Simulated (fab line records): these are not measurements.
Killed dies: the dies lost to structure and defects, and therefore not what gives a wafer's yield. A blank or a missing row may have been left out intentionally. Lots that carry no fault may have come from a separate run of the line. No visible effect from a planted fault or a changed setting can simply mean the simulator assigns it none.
Comparing a struck lot with a sound one :: flow n5_finfet :: 16 steps out of a route of 1938
Sound: wafers L787.1, L787.3, L787.5. Struck: wafer L802.3 (left out: L802.6, a lot-mate that was not struck); the cause follows at the end.
Each step with rows lists, per side, the tool, then ch with its chambers, then its first start. Under that, the readings that differ: sound wafers :: struck wafers :: difference of the means :: sigmas: that difference in standard deviations of wafers without a fault.
alike: same words and numbers on both sides, and readings whose means sit less than 2 such deviations apart. not compared: any withheld reading, any reading some wafer has no value for, any bound like >300 that may hide the same value, and any number with overlapping values for which the record gives no deviation.
Wherever a step has rows on one side only, a row that says differs or no value, or a row with sigmas, the two part there. When numbers do not overlap yet have no deviation, they are printed without sigmas and do not part them. A reading that every wafer of one side lacks parts them only if that side has two wafers or more.

first, 8 steps without rows for these wafers: N5_SDB_COAT_03 (time 60 s, resist thk 100 nm); N5_SDB_COAT_04 (time 60 s, resist thk 18 nm); N5_SDB_COAT_05 (resist thk 90 nm); N5_SDB_EBR_07; N5_SDB_SOFTBAKE_06 (time 60 s); N5_SDB_EXPOSE_08 (exposes mask SDB); N5_SDB_PEB_09 (peb time 60 s); N5_SDB_DEVELOP_10 (develop time 30 s).
N5_SDB_CD_MEAS_11: the cd target is 50 nm.
  sound on cd_sem-02 ch 0, day 4 11:47; struck on cd_sem-03 ch 0, day 7 15:41
  alike: cd_nm
N5_SDB_OVL_MEAS_12:
  sound on overlay-01 ch 0, day 4 11:49; struck on overlay-02 ch 0, day 7 15:43
  alike: SDB_OVL
N5_SDB_INSPECT_13: inspects for defects (brightfield).
  sound: defect_inspect-02 at day 4 11:50; struck: defect_inspect-01 at day 7 15:44
reading: raw_defect_count
sound: 93 273 153
struck: 84
difference: -89
sigmas: -2
N5_SDB_DESCUM_16: chemistry O2, time 7.9 s.
  sound on rie_diel-03 ch 0,2,3, day 4 11:52; struck on rie_diel-05 ch 3, day 7 15:46
reading: drypump_motor_current_A (A)
sound: 5.7 5.3 6.3
struck: 4.6
difference: -1.2
sigmas: -2
  alike: bias_power_w, chamber_pressure_mTorr, oes_product_au, rf_vpp_V, showerhead_plenum_p_Torr, throttle_valve_pct
  not compared: rf_hours_counter_h
N5_SDB_ETCH_17: etches SiARC in CF4, target depth 23.4 nm, time 39 s.
  sound on rie_diel-03 ch 0,2,3, day 4 11:54; struck on rie_diel-05 ch 3, day 7 15:49
reading: drypump_motor_current_A (A)
sound: 5.7 5.3 6.3
struck: 4.6
difference: -1.2
sigmas: -2

reading: etch_rf_on_time_s (s)
sound: 38.6 40.5 38.6
struck: 46.8
difference: +7.6
sigmas: +6
  alike: chamber_pressure_mTorr, oes_product_au, rf_vpp_V, showerhead_plenum_p_Torr, throttle_valve_pct
  not compared: rf_hours_counter_h
N5_SDB_ETCH_18: etches SOC in N2/H2, target depth 100 nm, overetch 20 nm, time 150 s.
  sound on rie_diel-03 ch 0,2,3, day 4 11:56; struck on rie_diel-05 ch 3, day 7 15:50
reading: drypump_motor_current_A (A)
sound: 5.6 5.3 6.4
struck: 4.6
difference: -1.2
sigmas: -2
  alike: chamber_pressure_mTorr, oes_product_au, rf_vpp_V, showerhead_plenum_p_Torr, throttle_valve_pct
  not compared: rf_hours_counter_h
-- the record jumps here: 5 days lie between the struck wafers' starts before and after (it left off in module SDB and takes up again in module BEOL_M4, whose first step shown is number 1111 of the route) --
N5_BEOL_M4_RC_MEAS_101:
  sound on prober-02 ch 0, day 9 01:32; struck on prober-01 ch 0, day 12 17:44
  alike: DIBL_N, DIBL_P, IOFF_N, IOFF_P, ION_N, ION_P, SS_N, SS_P, VT_N, VT_P
-- record jumps: 5 days separate the struck wafers' starts on either side; left off in module BEOL_M4, taken up again in module PASSIVATION, whose first shown step is the route's number 1936 --
N5_PASSIVATION_PROBE_49:
  sound: prober-02 at day 13 13:54; struck: prober-01 at day 17 13:36
reading: killed_at_M4_up
sound: 16 24 15
struck: 7
difference: -11
sigmas: -2
  alike: defect_limited_yield, killed_at_M0_to_M3, killed_at_contacts, killed_at_front_end, killed_at_other, killed_dies, killed_open, killed_short, sort_bin_5_function, sort_bin_6_memory, sort_n_pass, sort_yield_pct

== WHERE THEY PART ==
Last at N5_PASSIVATION_PROBE_49 as far as this record goes, first at N5_SDB_INSPECT_13.

WHY: the cause the simulator had injected
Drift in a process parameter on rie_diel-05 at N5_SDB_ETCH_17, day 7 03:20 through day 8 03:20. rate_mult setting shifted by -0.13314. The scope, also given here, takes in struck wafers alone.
